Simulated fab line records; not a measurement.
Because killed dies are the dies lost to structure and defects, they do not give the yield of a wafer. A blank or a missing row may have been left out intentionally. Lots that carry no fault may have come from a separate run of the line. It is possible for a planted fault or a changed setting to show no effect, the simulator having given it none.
A lot that was struck, set against a sound lot | flow nand-harc | 35 steps out of a route of 1302
Sound: these wafers, L738.2, L738.3, L738.5. Struck: wafers L743.3, L743.4, L743.5. The cause comes at the end.
For every step that has rows: the tool of each side, followed by ch and its chambers, followed by its first start. Under that, the readings that differ: sound wafers | struck wafers | difference of the means | sigmas: that difference in standard deviations of wafers without a fault.
alike: same words and numbers on both sides, and readings whose means sit less than 2 such deviations apart. not compared: any withheld reading, any reading some wafer has no value for, any bound like >300 that may hide the same value, and any number with overlapping values for which the record gives no deviation.
Wherever a step has rows on one side only, a row that says differs or no value, or a row with sigmas, the two part there. Non-overlapping numbers with no deviation appear without sigmas and do not part them. Lack of a reading on every wafer of one side parts them only where that side has two or more wafers.

first, 2 steps without rows for these wafers: NHARC_A_SLIT_PRECLEAN_19 (cleans in SC1); NHARC_A_SLIT_SRD_20.
NHARC_A_SLIT_CD_MEAS_21:
  struck on cd-sem-03, day 23 09:58; sound on cd-sem-02, day 22 12:58
  alike: cd-nm
then, 3 steps without rows for these wafers: NHARC_A_SIN_REMOVE_WET_00 (chemistry H3PO4, time 15300 s); NHARC_A_SIN_REMOVE_PRECLEAN_01 (cleans in SC1); NHARC_A_SIN_REMOVE_SRD_02.
NHARC_A_SIN_REMOVE_INSPECT_04:
  struck on defect-inspect-01, day 23 16:37; sound on defect-inspect-02, day 22 19:40
  alike: raw-defect-count
NHARC_A_WL_FILL_ALD_00: deposits Al2O3, target thk 3 nm, pulse time 3 s, ald cycles 30.
  sound on ald-hk-01 ch 0,1,2, day 22 19:46; struck on ald-hk-01 ch 0,3, day 23 16:41
  alike: heater-power-w, precursor-pulse-height-rel
NHARC_A_WL_FILL_RTA_01: time 5 s.
  sound on rtp-anneal-02 ch 0, day 22 20:10; struck on rtp-anneal-01 ch 0, day 23 17:01
  reading            | sound          | struck         | difference | sigmas
  lamp-power-pct (%) | 27.3 27.3 27.4 | 28.2 28.2 28.2 | +0.9       | +2
  alike: lamp_zone_6_pct, wafer_temp_C_max
then, 1 step without rows for these wafers: NHARC_A_WL_FILL_ALD_02 (deposits TiN, target thk 2 nm, pulse time 3 s, ald cycles 100).
NHARC_A_WL_FILL_CVD_03: deposits W, target thk 40 nm, time 279 s.
  sound on cvd-w-02 ch 1, day 22 20:50; struck on cvd-w-01 ch 0,1, day 23 17:43
  alike: heater-power-w, throttle-valve-pct
then, 7 steps without rows for these wafers: NHARC_A_WL_FILL_ETCHBACK_04 (etches the open film in NF3, target depth 60 nm, time 120 s); NHARC_A_WL_FILL_ETCHBACK_05 (etches the open film in Cl2/BCl3, target depth 22 nm, time 60 s); NHARC_A_WL_FILL_STRIP_27 (strips in N2/H2, time 20 s); NHARC_A_WL_FILL_STRIP_28 (strips in post etch residue remover, time 1200 s); NHARC_A_WL_FILL_PRECLEAN_06 (cleans in DIW, time 300 s); NHARC_A_WL_FILL_SRD_07; NHARC_A_WL_FILL_ANNEAL_08 (time 1800 s).
NHARC_A_WL_FILL_ALD_10: deposits SiO2, target thk 50 nm, pulse time 10 s, ald cycles 500.
  sound on ald-hk-01 ch 1,2, day 23 05:45; struck on ald-hk-02 ch 1,2, day 24 01:50
  alike: heater-power-w, precursor-pulse-height-rel
then, 2 steps without rows for these wafers: NHARC_A_WL_FILL_ETCHBACK_16 (etches the open film in C4F8/O2/Ar, target depth 120 nm, time 24 s); NHARC_A_WL_FILL_STRIP_29 (strips in O2, time 20 s).
NHARC_A_WL_FILL_ETCHBACK_17: etches the open film in Cl2/BCl3, target depth 4 nm, time 26.7 s.
  sound on rie-metal-03 ch 0,1, day 23 10:37; struck on rie-metal-03 ch 0,1, day 24 06:13
  alike: drypump-motor-current-A, oes-product-au
  not compared: rf-hours-counter-h
then, 6 steps without rows for these wafers: NHARC_A_WL_FILL_PRECLEAN_18 (cleans in dHF, time 30 s); NHARC_A_WL_FILL_SRD_21; NHARC_A_WL_FILL_CVD_23 (deposits poly-Si, target thk 40 nm, time 800 s); NHARC_A_WL_FILL_ETCHBACK_26 (etches the open film in HBr, target depth 52 nm, time 13.3 s); NHARC_A_WL_FILL_PRECLEAN_30 (cleans in dHF, time 10 s); NHARC_A_WL_FILL_SRD_14.
NHARC_A_WL_FILL_ALD_19: deposits TiN, target thk 2 nm, pulse time 3 s, ald cycles 100.
  sound on ald-metal-04 ch 1,3, day 23 13:57; struck on ald-metal-03 ch 0,1, day 24 11:42
  alike: heater-power-w, precursor-pulse-height-rel
then, 5 steps without rows for these wafers: NHARC_A_WL_FILL_CVD_20 (deposits W, target thk 100 nm, time 74 s); NHARC_A_WL_FILL_CMP_12 (polishes, t overpolish 30 s, target thk 100 nm); NHARC_A_WL_FILL_SRD_31; NHARC_A_CONTACT_DEP_24 (deposits SiO2, target thk 500 nm); NHARC_A_CONTACT_DEP_28 (deposits aC, target thk 7000 nm).
-- the record jumps here: 8 days lie between the struck wafers' starts before and after (it left off in module A_CONTACT and takes up again in module END, whose first step shown is number 1302 of the route) --
NHARC_END_SORT_01:
  sound on prober-01 ch 0, day 26 21:22; struck on prober-01 ch 0, day 32 08:27
  reading         | sound    | struck      | difference | sigmas
  killed-at-array | 68 73 77 | 126 98 101  | +36        | +3
  killed-at-other | 3 2 2    | 0 1 1       | -2         | -2
  killed-dies     | 74 78 81 | 128 108 104 | +36        | +2
  alike: killed-at-periphery, killed-open, killed-short

WHERE THEY PART
First at NHARC_A_WL_FILL_RTA_01; last, within this record, at NHARC_END_SORT_01.

WHY: the cause the simulator had injected
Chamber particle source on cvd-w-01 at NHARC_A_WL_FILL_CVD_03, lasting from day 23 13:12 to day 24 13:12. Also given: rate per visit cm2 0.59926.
